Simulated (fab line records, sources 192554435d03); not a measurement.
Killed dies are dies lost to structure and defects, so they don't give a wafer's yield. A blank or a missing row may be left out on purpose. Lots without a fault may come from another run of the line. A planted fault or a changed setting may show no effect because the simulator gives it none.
fab line records | flow n5_finfet
record lots=10 wafers=29 last_day=17
route steps=1938 shown BEOL_M4@1111 BEOL_M15@1806 PASSIVATION@1936
lots that met no fault: from a run of the same line without faults
start_h: hours from the record's first day to the start of the lot's first wafer shown | wait_h: hours since the lot's step before | " the same as in the row above | L1.1+2: a row that stands for several wafers | - no value, or no start given | * or withheld: withheld | < > ~ a bound
route shown NAME@n: a module of which the file shows steps, and the number in the route of the first | usual: mean/standard deviation of fault-free wafers | same: alike in all rows | chamber/n: place in a boat | sites: the reading at each site | _std_site: their standard deviation | _edge_site: outer sites' mean less inner sites' | radius_mm: how far each site lies from the wafer's centre | mask NAME#n: copy n | behind: the tool/chamber that last shaped the wafer | hold: why the lot was held/for how many hours/how that ended | device: the transistor (n, p or np) that didn't switch | end of line: the same wafers' tests at the end of the route | a step without rows: its recipe alone | killed: dies lost to structure and defects at the first sort, not the wafer's yield | map: a wafer's dies, x killed, . not, _ none there
set.NAME: the setting as run; set.NAME@STEP: as run at that earlier step | model.NAME: the simulator's own value behind a step, which no gauge read
steps of the route over a sample of lots; a table a step, a row a wafer
services: from which hour (start_h, from the record's first day; less than 0 if before it) a tool's chamber was out of use, for how many hours, and why
## steps
# step N5_BEOL_M4_RC_MEAS_101
# usual DIBL_N=35.9/1.7 DIBL_P=35.8/2.2 IOFF_N=0.15/0.03 IOFF_P=0.21/0.036 ION_N=674/12 ION_P=463/7.2 SS_N=71.3/0.59 SS_P=73.1/0.69 VT_N=250/3 VT_P=-251/3.2
# columns lot.wafer tool chamber start_h wait_h DIBL_N[mV/V] DIBL_P[mV/V] IOFF_N[nA/um] IOFF_P[nA/um] ION_N[uA/um] ION_P[uA/um] SS_N[mV/dec] SS_P[mV/dec] VT_N[mV] VT_P[mV]
L851.4 prober-01 0 177.57 0.6 34.2 33.4 0.13 0.20 674 468 71.0 72.0 249 -251
L851.5 " 0 " " 33.6 33.0 0.12 0.19 658 462 71.3 72.1 254 -250
L851.6 " 0 " " 34.9 34.2 0.14 0.20 668 462 71.7 73.0 252 -249
L853.2 prober-01 0 186.19 0.2 36.8 37.1 0.17 0.23 676 469 71.6 73.7 250 -248
L853.4 " 0 " " 36.7 36.6 0.16 0.22 678 469 71.8 73.8 252 -249
L853.6 " 0 " " 36.3 36.3 0.17 0.22 682 472 71.7 73.7 249 -249
L855.2 prober-02 0 210.04 0.2 36.5 36.2 0.16 0.21 676 465 71.3 72.6 249 -251
L855.5 " 0 " " 37.8 37.1 0.18 0.23 693 464 71.6 72.4 246 -248
L855.6 " 0 " " 38.6 38.2 0.20 0.25 684 471 72.5 73.0 246 -247
L856.2 prober-02 0 216.58 0.2 38.4 39.9 0.20 0.26 693 472 72.1 73.9 245 -249
L856.3 " 0 " " 38.3 39.9 0.21 0.27 683 473 71.8 74.4 247 -249
L856.5 " 0 " " 38.0 38.8 0.19 0.23 677 461 71.3 73.3 248 -249
L857.2 prober-01 0 229.99 0.2 35.7 37.4 0.15 0.20 675 467 71.2 73.1 250 -252
L857.4 " 0 " " 35.9 36.5 0.14 0.21 675 467 71.5 73.0 254 -249
L857.5 " 0 " " 35.3 37.5 0.15 0.22 685 474 71.3 72.5 249 -252
L860.3 prober-02 0 244.46 0.3 36.4 34.9 0.14 0.20 674 463 71.1 73.5 251 -250
L860.4 " 0 " " 38.0 36.9 0.17 0.24 675 462 72.1 73.5 250 -249
L860.5 " 0 " " 35.9 33.9 0.14 0.18 675 463 71.3 72.4 252 -253
L866.1 prober-01 0 271.59 0.0 32.6 32.8 0.12 0.17 659 464 70.5 71.4 253 -250
L866.3 " 0 " " 34.0 34.3 0.14 0.19 673 467 70.6 72.4 252 -250
L866.4 " 0 " " 33.3 33.3 0.12 0.17 674 463 70.7 71.8 251 -251
L868.1 prober-01 0 292.19 0.0 33.5 33.8 0.13 0.19 670 464 70.4 72.4 250 -248
L868.3 " 0 " " 32.6 31.7 0.11 0.17 645 447 70.0 72.1 252 -251
L868.6 " 0 " " 36.3 35.8 0.17 0.22 681 468 71.0 73.4 251 -248
L869.2 prober-02 0 293.08 0.2 37.1 36.8 0.17 0.25 679 472 71.1 73.1 249 -246
L869.6 " 0 " " 35.7 35.6 0.15 0.22 677 464 71.6 73.1 249 -248
L871.1 prober-02 0 310.02 0.0 35.8 36.1 0.15 0.21 673 461 71.4 73.9 248 -251
L871.3 " 0 " " 37.6 38.6 0.19 0.25 686 467 72.0 74.6 246 -249
L871.4 " 0 " " 34.1 33.2 0.12 0.16 665 455 70.5 72.6 255 -251
# step N5_BEOL_M15_INSPECT_30
# recipe mode=adi inspect_instrument=macro
# usual raw_defect_count=2.1/1.4
# columns lot.wafer tool chamber start_h wait_h raw_defect_count
L851.4 defect_inspect-01 - 259.71 0.0 3
L851.5 " - " " 4
L851.6 " - " " 2
L853.2 defect_inspect-02 - 271.48 0.0 1
L853.4 " - " " 1
L853.6 " - " " 3
L855.2 defect_inspect-01 - 290.84 0.0 2
L855.5 " - " " 4
L855.6 " - " " 2
L856.2 defect_inspect-02 - 297.05 0.0 2
L856.3 " - " " 2
L856.5 " - " " 2
L857.2 defect_inspect-02 - 315.88 0.0 3
L857.4 " - " " 0
L857.5 " - " " 2
L860.3 defect_inspect-01 - 333.59 0.0 1
L860.4 " - " " 3
L860.5 " - " " 1
L866.1 defect_inspect-01 - 361.12 0.0 3
L866.3 " - " " 3
L866.4 " - " " 2
L868.1 defect_inspect-01 - 368.27 0.0 2
L868.3 " - " " 0
L868.6 " - " " 3
L869.2 defect_inspect-02 - 372.30 0.0 2
L869.6 " - " " 3
L871.1 defect_inspect-01 - 394.24 0.0 3
L871.3 " - " " 2
L871.4 " - " " 6
# step N5_BEOL_M15_DEGAS_41
# recipe ambient=vacuum temp_c=300 time_s=60
# usual heater_power_w=464/68
# columns lot.wafer tool chamber start_h wait_h heater_power_w
L851.4 pvd_sputter-03 - 261.66 1.2 438
L851.5 " - " " 510
L851.6 " - " " 437
L853.2 pvd_sputter-03 - 274.60 0.0 490
L853.4 " - " " 402
L853.6 " - " " 443
L855.2 pvd_sputter-02 - 292.79 0.0 495
L855.5 " - " " 597
L855.6 " - " " 502
L856.2 pvd_sputter-03 - 298.80 0.0 434
L856.3 " - " " 406
L856.5 " - " " 409
L857.2 pvd_sputter-01 - 319.58 0.0 376
L857.4 " - " " 459
L857.5 " - " " 461
L860.3 pvd_sputter-01 - 338.83 0.2 459
L860.4 " - " " 407
L860.5 " - " " 534
L866.1 pvd_sputter-01 - 362.75 0.4 462
L866.3 " - " " 546
L866.4 " - " " 406
L868.1 pvd_sputter-03 - 369.18 0.0 431
L868.3 " - " " 480
L868.6 " - " " 429
L869.2 pvd_sputter-01 - 375.08 0.1 452
L869.6 " - " " 398
L871.1 pvd_sputter-03 - 396.62 0.3 486
L871.3 " - " " 487
L871.4 " - " " 404
# step N5_BEOL_M15_SPUTTER_45
# recipe material=Cu target_thk_a=1000 temp_c=-20 bias_v=60 power_w=26000 chamber_pressure_pa=0.13 time_s=16.67
# usual bias_v=59.9/0.58 cathode_dc_power_W=26000/4.8 chamber_pressure_pa=0.13004/0.00027 throttle_valve_pct=29.7/1.1
# columns lot.wafer tool chamber start_h wait_h bias_v cathode_dc_power_W chamber_pressure_pa throttle_valve_pct
L851.4 pvd_sputter-03 - 261.90 0.0 60.3 26001 0.12993 27.2
L851.5 " - " " 60.3 26007 0.13 30.2
L851.6 " - " " 60.9 26006 0.13051 27.4
L853.2 pvd_sputter-03 - 274.84 0.0 58.8 25999 0.12957 30.3
L853.4 " - " " 60.1 26002 0.13013 30.1
L853.6 " - " " 59.5 26003 0.13039 27.2
L855.2 pvd_sputter-02 - 293.03 0.0 59.6 25999 0.13003 30.6
L855.5 " - " " 60.1 25998 0.1305 31.1
L855.6 " - " " 59.5 25999 0.13032 30.8
L856.2 pvd_sputter-03 - 299.04 0.0 - - - -
L856.3 " - " " - - - -
L856.5 " - " " - - - -
L857.2 pvd_sputter-01 - 319.82 0.0 - - - -
L857.4 " - " " - - - -
L857.5 " - " " - - - -
L860.3 pvd_sputter-01 - 339.07 0.0 60.0 25994 0.12997 28.2
L860.4 " - " " 60.2 25993 0.13019 30.8
L860.5 " - " " 59.4 26002 0.13005 30.7
L866.1 pvd_sputter-01 - 362.99 0.0 59.9 26009 0.12988 28.1
L866.3 " - " " 61.2 26002 0.12989 30.4
L866.4 " - " " 60.1 26005 0.13019 30.9
L868.1 pvd_sputter-03 - 369.42 0.0 61.0 25999 0.13011 27.5
L868.3 " - " " 60.0 26000 0.13003 28.7
L868.6 " - " " 59.3 26007 0.13014 27.1
L869.2 pvd_sputter-01 - 375.32 0.0 59.4 25992 0.13061 28.1
L869.6 " - " " 59.3 25998 0.13003 30.6
L871.1 pvd_sputter-03 - 396.86 0.0 61.1 26007 0.13064 30.1
L871.3 " - " " 59.6 26010 0.12988 28.7
L871.4 " - " " 58.6 25999 0.13005 30.3
# step N5_BEOL_M15_THK_MEAS_50
# recipe thk_meas_gauge=xrf reads=Cu_of_BEOL_M15_ECD_47
# usual M15_THK=838/13
# columns lot.wafer tool chamber start_h wait_h M15_THK[nm]
L851.4 film_metro-02 - 262.85 - 840
L851.5 " - " " 815
L851.6 " - " " 841
L853.2 film_metro-01 - 275.79 - 853
L853.4 " - " " 834
L853.6 " - " " 850
L855.2 film_metro-02 - 293.98 - 839
L855.5 " - " " 838
L855.6 " - " " 837
L856.2 film_metro-02 - 299.99 - -
L856.3 " - " " -
L856.5 " - " " -
L857.2 film_metro-02 - 320.77 - -
L857.4 " - " " -
L857.5 " - " " -
L860.3 film_metro-02 - 340.25 - 856
L860.4 " - " " 847
L860.5 " - " " 843
L866.1 film_metro-02 - 363.99 - 830
L866.3 " - " " 835
L866.4 " - " " 831
L868.1 film_metro-01 - 370.78 - 835
L868.3 " - " " 824
L868.6 " - " " 838
L869.2 film_metro-02 - 376.78 - 828
L869.6 " - " " 850
L871.1 film_metro-02 - 397.81 - 817
L871.3 " - " " 855
L871.4 " - " " 826
# step N5_BEOL_M15_RS_MEAS_54
# recipe thk_meas_gauge=four-point-probe reads=Cu_of_BEOL_M15_ECD_47+Ta_of_BEOL_M15_SPUTTER_44+TaN_of_BEOL_M15_SPUTTER_43
# usual M15_RS=0.0216/0.00031
# columns lot.wafer tool chamber start_h wait_h M15_RS[ohm/sq]
L851.4 film_metro-01 - 262.98 0.0 0.0216
L851.5 " - " " 0.0223
L851.6 " - " " 0.0216
L853.2 film_metro-01 - 275.92 0.1 0.0214
L853.4 " - " " 0.0217
L853.6 " - " " 0.0213
L855.2 film_metro-01 - 294.11 0.1 0.0215
L855.5 " - " " 0.0215
L855.6 " - " " 0.0215
L856.2 film_metro-02 - 300.12 0.1 32.747
L856.3 " - " " 32.600
L856.5 " - " " 32.417
L857.2 film_metro-02 - 320.90 0.1 33.691
L857.4 " - " " 33.708
L857.5 " - " " 33.638
L860.3 film_metro-01 - 340.38 0.1 0.0213
L860.4 " - " " 0.0216
L860.5 " - " " 0.0217
L866.1 film_metro-01 - 364.12 0.0 0.0218
L866.3 " - " " 0.0218
L866.4 " - " " 0.0218
L868.1 film_metro-02 - 370.91 0.0 0.0217
L868.3 " - " " 0.0220
L868.6 " - " " 0.0215
L869.2 film_metro-02 - 376.94 0.1 0.0219
L869.6 " - " " 0.0213
L871.1 film_metro-02 - 397.97 0.1 0.0223
L871.3 " - " " 0.0212
L871.4 " - " " 0.0220
# step N5_BEOL_M15_INSPECT_55
# recipe inspect_instrument=darkfield mode=post_dep
# usual raw_defect_count=71/24
# columns lot.wafer tool chamber start_h wait_h raw_defect_count
L851.4 defect_inspect-01 - 263.01 0.0 63
L851.5 " - " " 56
L851.6 " - " " 65
L853.2 defect_inspect-02 - 275.95 0.0 83
L853.4 " - " " 99
L853.6 " - " " 80
L855.2 defect_inspect-02 - 294.14 0.0 71
L855.5 " - " " 61
L855.6 " - " " 49
L856.2 defect_inspect-01 - 300.14 0.0 44
L856.3 " - " " 40
L856.5 " - " " 37
L857.2 defect_inspect-01 - 320.93 0.0 89
L857.4 " - " " 94
L857.5 " - " " 80
L860.3 defect_inspect-01 - 340.41 0.0 84
L860.4 " - " " 75
L860.5 " - " " 75
L866.1 defect_inspect-01 - 364.14 0.0 44
L866.3 " - " " 34
L866.4 " - " " 71
L868.1 defect_inspect-02 - 370.94 0.0 131
L868.3 " - " " 92
L868.6 " - " " 52
L869.2 defect_inspect-02 - 376.97 0.0 48
L869.6 " - " " 49
L871.1 defect_inspect-01 - 398.00 0.0 37
L871.3 " - " " 68
L871.4 " - " " 40
# step N5_PASSIVATION_PROBE_49
# usual defect_limited_yield=91.0/1.5 killed_at_M0_to_M3=35/12 killed_at_M4_up=15/5.8 killed_at_contacts=14/7.2 killed_at_front_end=40/10 killed_at_other=3/3 killed_dies=106/18 killed_on_rim=14/4 killed_open=68/14 killed_short=35/7.2 sort_bin_5_function=5.2/0.96 sort_bin_6_memory=3.3/0.69 sort_bin_8_speed=0.00/0.022 sort_n_pass=1074/18 sort_yield_pct=91.0/1.5
# same gross_dies=1180 killed_at_back_side=0 sort_bin_4_leakage[%]=0
# columns lot.wafer tool chamber start_h wait_h defect_limited_yield[%] killed_at_M0_to_M3 killed_at_M4_up killed_at_contacts killed_at_front_end killed_at_other killed_dies killed_on_rim killed_open killed_short sort_bin_5_function[%] sort_bin_6_memory[%] sort_bin_8_speed[%] sort_n_pass sort_yield_pct[%]
L851.4 prober-01 - 280.47 0.2 89.1 40 11 7 63 8 129 15 87 41 6.5 4.1 0 1051 89.1
L851.5 prober-01 - 280.52 0.2 92.9 29 9 2 40 4 84 9 47 34 4.3 2.5 0 1096 92.9
L851.6 prober-01 - 280.57 0.3 90.6 31 27 4 46 3 111 16 68 37 5.4 3.1 0 1069 90.6
L853.2 prober-02 - 288.52 0.1 90.6 40 20 5 44 2 111 13 75 34 4.7 4.3 0 1069 90.6
L853.4 prober-02 - 288.62 0.2 93.2 34 11 2 33 0 80 10 53 27 3.2 3.3 0 1100 93.2
L853.6 prober-02 - 288.72 0.3 93.3 41 11 4 22 1 79 10 55 24 3.5 2.9 0 1101 93.3
L855.2 prober-01 - 308.31 0.1 88.3 69 15 19 33 2 138 15 89 47 6.9 3.9 0 1042 88.3
L855.5 prober-01 - 308.46 0.2 89.9 41 23 23 32 0 119 12 85 32 6.5 3.6 0 1061 89.9
L855.6 prober-01 - 308.51 0.3 89.8 44 27 13 36 0 120 16 80 36 5.6 3.8 0 1060 89.8
L856.2 prober-01 - 315.33 0.1 0 32 1098 10 28 12 1180 152 48 40 96.5 3.3 0 0 0
L856.3 prober-01 - 315.38 0.1 0 26 1118 3 32 1 1180 152 49 26 97.5 2.4 0 0 0
L856.5 prober-01 - 315.48 0.2 0 33 1109 7 29 2 1180 152 46 36 97.0 2.5 0 0 0
L857.2 prober-02 - 335.48 0.1 0 36 1084 12 47 1 1180 152 76 35 96.9 2.9 0 0 0
L857.4 prober-02 - 335.58 0.2 0 46 1074 33 18 9 1180 152 96 33 95.9 3.8 0 0 0
L857.5 prober-02 - 335.63 0.2 0 39 1087 23 30 1 1180 152 80 35 95.8 4.2 0 0 0
L860.3 prober-02 - 354.95 0.1 89.8 30 16 18 54 2 120 14 74 43 6.0 3.9 0 1060 89.8
L860.4 prober-02 - 355.00 0.2 91.5 22 7 33 37 1 100 19 68 25 5.0 2.7 0 1080 91.5
L860.5 prober-02 - 355.05 0.2 92.3 26 11 21 30 3 91 11 50 38 4.6 2.9 0 1089 92.3
L866.1 prober-02 - 378.05 0.0 91.8 46 13 4 31 3 97 13 58 36 5.1 2.9 0 1083 91.8
L866.3 prober-02 - 378.15 0.1 92.9 34 9 3 38 0 84 12 43 38 3.9 2.8 0 1096 92.9
L866.4 prober-02 - 378.20 0.2 92.6 43 10 5 25 4 87 13 50 37 4.9 2.3 0 1093 92.6
L868.1 prober-02 - 385.75 0.0 89.5 37 26 19 38 4 124 11 80 41 6.4 4.0 0 1056 89.5
L868.3 prober-02 - 385.85 0.1 90.3 36 14 17 47 0 114 13 68 40 5.5 3.1 0.25 1063 90.1
L868.6 prober-02 - 386.00 0.3 89.7 39 21 10 51 0 121 11 85 28 5.3 4.2 0 1059 89.7
L869.2 prober-02 - 391.57 0.1 88.5 56 13 13 47 7 136 18 88 42 6.0 4.7 0 1044 88.5
L869.6 prober-02 - 391.77 0.3 91.3 33 13 13 37 7 103 14 67 36 5.8 2.5 0 1077 91.3
L871.1 prober-02 - 413.96 0.3 89.7 31 19 17 52 2 121 14 82 38 6.2 3.7 0 1059 89.7
L871.3 prober-02 - 414.06 0.4 91.1 14 21 20 45 5 105 11 67 34 5.3 3.1 0 1075 91.1
L871.4 prober-02 - 414.11 0.5 89.4 26 13 30 51 5 125 18 83 40 5.8 4.3 0 1055 89.4
# killed by level:class
L851.4 FIN_SAQP:geometric_particle:open=25 BEOL_M0_SAQP:geometric_particle:open=15 STI_FIN_REVEAL:geometric_particle:open=14 BEOL_M0_SAQP:geometric_particle:short=9 FIN_SAQP:geometric_particle:short=8 MOL_CONTACT_COAG:geometric_particle:open=6 BEOL_M0:geometric_particle:open=5 BEOL_M1:geometric_particle:short=5
L851.5 FIN_SAQP:geometric_particle:open=11 FIN_SAQP:geometric_particle:short=8 BEOL_M0_SAQP:geometric_particle:open=7 DUMMY_GATE:geometric_particle:open=4 BEOL_M0_SAQP:geometric_particle:short=4 BEOL_M2:geometric_particle:open=4 BEOL_M4:geometric_particle:short=4 STARTING-WAFER:geometric_particle:short=4
L851.6 BEOL_M4:geometric_particle:open=18 STI_FIN_REVEAL:geometric_particle:open=14 BEOL_M0_SAQP:geometric_particle:short=11 BEOL_M0_SAQP:geometric_particle:open=8 FIN_SAQP:geometric_particle:short=7 BEOL_M4:geometric_particle:short=7 HKMG_FIN:area_etch=6 FIN_SAQP:geometric_particle:open=4
L853.2 BEOL_M4:geometric_particle:open=17 FIN_SAQP:geometric_particle:open=9 BEOL_M3:geometric_particle:open=9 BEOL_M0_SAQP:geometric_particle:open=7 BEOL_M1:geometric_particle:short=7 STI_FIN_REVEAL:geometric_particle:open=6 DUMMY_GATE:geometric_particle:open=5 ILD0:geometric_particle:open=5
L853.4 BEOL_M3:geometric_particle:open=16 BEOL_M4:geometric_particle:open=8 FIN_SAQP:geometric_particle:open=5 ILD0:geometric_particle:short=5 GATE_CUT:geometric_particle:open=4 BEOL_M0_SAQP:geometric_particle:short=4 BEOL_M0_SAQP:geometric_particle:open=4 STARTING-WAFER:geometric_particle:short=4
L853.6 BEOL_M0_SAQP:geometric_particle:short=10 BEOL_M2:geometric_particle:open=10 BEOL_M0_SAQP:geometric_particle:open=9 BEOL_M3:geometric_particle:open=5 FIN_SAQP:geometric_particle:open=4 STI_FIN_REVEAL:geometric_particle:open=4 MOL_CONTACT_COAG:geometric_particle:open=4 BEOL_M4:geometric_particle:open=4
L855.2 BEOL_M0_SAQP:geometric_particle:open=16 MOL_CONTACT_COAG:geometric_particle:open=16 BEOL_M0_SAQP:geometric_particle:short=15 BEOL_M2:geometric_particle:open=13 FIN_SAQP:geometric_particle:short=8 DUMMY_GATE:geometric_particle:open=8 BEOL_M3:geometric_particle:open=8 BEOL_M1:geometric_particle:open=7
L855.5 MOL_CONTACT_COAG:geometric_particle:open=18 BEOL_M4:geometric_particle:open=12 STI_FIN_REVEAL:geometric_particle:open=9 BEOL_M1:geometric_particle:open=9 BEOL_M2:geometric_particle:open=9 BEOL_M0_SAQP:geometric_particle:open=8 FIN_SAQP:geometric_particle:open=6 BEOL_M0_SAQP:geometric_particle:short=6
L855.6 BEOL_M4:geometric_particle:open=14 MOL_CONTACT_COAG:geometric_particle:open=13 BEOL_M0_SAQP:geometric_particle:open=13 STI_FIN_REVEAL:geometric_particle:open=11 BEOL_M0_SAQP:geometric_particle:short=8 BEOL_M1:geometric_particle:open=6 STI_FIN_REVEAL:geometric_particle:short=5 BEOL_M4:geometric_particle:short=5
L856.2 BEOL_M15:area_ecd=556 BEOL_M15:area_sputter=535 BEOL_M0_SAQP:geometric_particle:short=10 STI_FIN_REVEAL:geometric_particle:open=9 FIN_SAQP:geometric_particle:open=6 MOL_CONTACT_COAG:geometric_particle:open=6 PASS1_CAP:geometric_particle:short=6 BEOL_M3:geometric_particle:short=5
L856.3 BEOL_M15:area_ecd=588 BEOL_M15:area_sputter=517 BEOL_M2:geometric_particle:open=7 FIN_SAQP:geometric_particle:short=6 BEOL_M0_SAQP:geometric_particle:open=6 BEOL_M0_SAQP:geometric_particle:short=6 STI_FIN_REVEAL:geometric_particle:open=5 STI_FIN_REVEAL:geometric_particle:short=5
L856.5 BEOL_M15:area_ecd=549 BEOL_M15:area_sputter=548 BEOL_M0_SAQP:geometric_particle:short=11 MOL_CONTACT_COAG:geometric_particle:open=7 BEOL_M1:geometric_particle:short=7 BEOL_M1:geometric_particle:open=6 BEOL_M5:geometric_particle:open=5 FIN_SAQP:geometric_particle:open=4
L857.2 BEOL_M15:area_sputter=561 BEOL_M15:area_ecd=508 FIN_SAQP:geometric_particle:open=20 MOL_CONTACT_COAG:geometric_particle:open=11 BEOL_M3:geometric_particle:open=11 BEOL_M0_SAQP:geometric_particle:short=8 FIN_SAQP:geometric_particle:short=7 BEOL_M4:geometric_particle:open=6
L857.4 BEOL_M15:area_sputter=533 BEOL_M15:area_ecd=516 MOL_CONTACT_COAG:geometric_particle:open=26 BEOL_M3:geometric_particle:open=14 BEOL_M4:geometric_particle:open=13 BEOL_M1:geometric_particle:open=9 BEOL_M2:geometric_particle:open=9 DUMMY_GATE:geometric_particle:open=8
L857.5 BEOL_M15:area_ecd=565 BEOL_M15:area_sputter=499 MOL_CONTACT_COAG:geometric_particle:open=20 BEOL_M3:geometric_particle:open=11 BEOL_M4:geometric_particle:open=9 BEOL_M0_SAQP:geometric_particle:open=8 BEOL_M4:geometric_particle:short=8 DUMMY_GATE:geometric_particle:open=5
L860.3 FIN_SAQP:geometric_particle:open=14 MOL_CONTACT_COAG:geometric_particle:open=13 STI_FIN_REVEAL:geometric_particle:open=10 BEOL_M0_SAQP:geometric_particle:short=8 FIN_SAQP:geometric_particle:short=6 STARTING-WAFER:geometric_particle:short=6 BEOL_M0_SAQP:geometric_particle:open=5 BEOL_M8:geometric_particle:open=5
L860.4 MOL_CONTACT_COAG:geometric_particle:open=25 FIN_SAQP:geometric_particle:open=13 MOL_CONTACT_COAG:geometric_particle:short=8 STI_FIN_REVEAL:geometric_particle:open=5 BEOL_M0_SAQP:geometric_particle:open=5 BEOL_M2:geometric_particle:open=5 HKMG_FIN:area_etch=4 DUMMY_GATE:geometric_particle:open=3
L860.5 MOL_CONTACT_COAG:geometric_particle:open=15 FIN_SAQP:geometric_particle:short=9 BEOL_M2:geometric_particle:open=8 FIN_SAQP:geometric_particle:open=7 BEOL_M0_SAQP:geometric_particle:short=6 MOL_CONTACT_COAG:geometric_particle:short=6 BEOL_M1:geometric_particle:short=6 STI_FIN_REVEAL:geometric_particle:short=3
L866.1 BEOL_M1:geometric_particle:open=11 BEOL_M3:geometric_particle:open=11 BEOL_M0_SAQP:geometric_particle:short=9 BEOL_M0_SAQP:geometric_particle:open=5 FIN_SAQP:geometric_particle:open=4 MOL_CONTACT_COAG:geometric_particle:open=4 BEOL_M4:geometric_particle:open=4 STARTING-WAFER:geometric_particle:open=4
L866.3 FIN_SAQP:geometric_particle:short=13 FIN_SAQP:geometric_particle:open=10 BEOL_M0_SAQP:geometric_particle:short=9 BEOL_M3:geometric_particle:open=9 BEOL_M1:geometric_particle:open=4 STARTING-WAFER:geometric_particle:short=4 ILD0:geometric_particle:short=3 GATE_CUT:geometric_particle:short=3
L866.4 FIN_SAQP:geometric_particle:short=11 BEOL_M3:geometric_particle:open=10 BEOL_M0_SAQP:geometric_particle:open=8 BEOL_M0_SAQP:geometric_particle:short=7 BEOL_M1:geometric_particle:open=7 MOL_CONTACT_COAG:geometric_particle:open=5 GATE_CUT:geometric_particle:short=4 BEOL_M0:geometric_particle:short=4
L868.1 MOL_CONTACT_COAG:geometric_particle:open=12 BEOL_M4:geometric_particle:open=12 FIN_SAQP:geometric_particle:short=9 FIN_SAQP:geometric_particle:open=9 BEOL_M3:geometric_particle:open=8 MOL_CONTACT_COAG:geometric_particle:short=7 BEOL_M2:geometric_particle:open=7 STI_FIN_REVEAL:geometric_particle:open=6
L868.3 MOL_CONTACT_COAG:geometric_particle:open=16 BEOL_M0_SAQP:geometric_particle:short=14 FIN_SAQP:geometric_particle:short=10 FIN_SAQP:geometric_particle:open=10 BEOL_M2:geometric_particle:open=10 GATE_CUT:geometric_particle:short=9 STI_FIN_REVEAL:geometric_particle:open=7 BEOL_M4:geometric_particle:open=6
L868.6 FIN_SAQP:geometric_particle:open=21 BEOL_M4:geometric_particle:open=15 BEOL_M2:geometric_particle:open=10 STI_FIN_REVEAL:geometric_particle:open=8 MOL_CONTACT_COAG:geometric_particle:open=8 BEOL_M0_SAQP:geometric_particle:open=8 BEOL_M0_SAQP:geometric_particle:short=8 FIN_SAQP:geometric_particle:short=7
L869.2 BEOL_M2:geometric_particle:open=12 MOL_CONTACT_COAG:geometric_particle:open=10 STI_FIN_REVEAL:geometric_particle:open=8 ILD0:geometric_particle:open=8 BEOL_M0_SAQP:geometric_particle:short=8 BEOL_M1:geometric_particle:open=8 BEOL_M3:geometric_particle:open=6 BEOL_M4:geometric_particle:open=6
L869.6 MOL_CONTACT_COAG:geometric_particle:open=12 GATE_CUT:geometric_particle:short=10 STI_FIN_REVEAL:geometric_particle:open=8 BEOL_M1:geometric_particle:open=7 GATE_CUT:geometric_particle:open=6 BEOL_M2:geometric_particle:open=6 BEOL_M0_SAQP:geometric_particle:short=5 BEOL_M0_SAQP:geometric_particle:open=4
L871.1 MOL_CONTACT_COAG:geometric_particle:open=16 STI_FIN_REVEAL:geometric_particle:open=12 BEOL_M0_SAQP:geometric_particle:short=10 FIN_SAQP:geometric_particle:open=9 FIN_SAQP:geometric_particle:short=9 BEOL_M0_SAQP:geometric_particle:open=9 DUMMY_GATE:geometric_particle:open=5 STARTING-WAFER:geometric_particle:open=5
L871.3 MOL_CONTACT_COAG:geometric_particle:open=17 STI_FIN_REVEAL:geometric_particle:open=15 BEOL_M4:geometric_particle:open=11 BEOL_M4:geometric_particle:short=5 FIN_SAQP:geometric_particle:open=4 STI_FIN_REVEAL:geometric_particle:short=4 GATE_CUT:geometric_particle:short=4 BEOL_M0_SAQP:geometric_particle:short=4
L871.4 MOL_CONTACT_COAG:geometric_particle:open=20 STI_FIN_REVEAL:geometric_particle:open=16 BEOL_M0_SAQP:geometric_particle:open=12 MOL_CONTACT_COAG:geometric_particle:short=10 BEOL_M0_SAQP:geometric_particle:short=8 BEOL_M4:geometric_particle:open=7 FIN_SAQP:geometric_particle:open=5 DUMMY_GATE:geometric_particle:open=5
## services
# columns tool chamber start_h hours kind
pvd_sputter-03 - 380.85 4.3 repair
## key
first_sign step=N5_BEOL_M15_SPUTTER_45 reading=tool_record direction=missing
effect step=N5_BEOL_M15_THK_MEAS_50 reading=M15_THK direction=missing
effect step=N5_BEOL_M15_RS_MEAS_54 reading=M15_RS direction=up sigmas=99+ usual=0.0216 struck=33.133
effect step=N5_PASSIVATION_PROBE_49 reading=killed_at_M4_up direction=up sigmas=99+ usual=15 struck=1095
more_kills_born_at N5_BEOL_M15_ECD_47@ecd_cu-02=1693 N5_BEOL_M15_SPUTTER_45@pvd_sputter-03=1600 N5_BEOL_M15_SPUTTER_45@pvd_sputter-01=1593
met_at N5_BEOL_M15_SPUTTER_45
struck_lots L856,L857
later_rows_left_out L856.2,L856.3,L856.5,L857.2,L857.4,L857.5
not_acting_at N5_BEOL_M15_INSPECT_30,N5_BEOL_M15_DEGAS_41,N5_BEOL_M15_INSPECT_55
onset_between 274.84 299.04
fault kind=skipped_step_whole tool=pvd_sputter-01,pvd_sputter-03 chamber=- onset_h=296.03 steps=N5_BEOL_M15_SPUTTER_45 scope=struck_lots_only
# later_rows_left_out: the simulator's readings of these wafers behind a module that went badly wrong aren't trusted and aren't shown, but for the sort
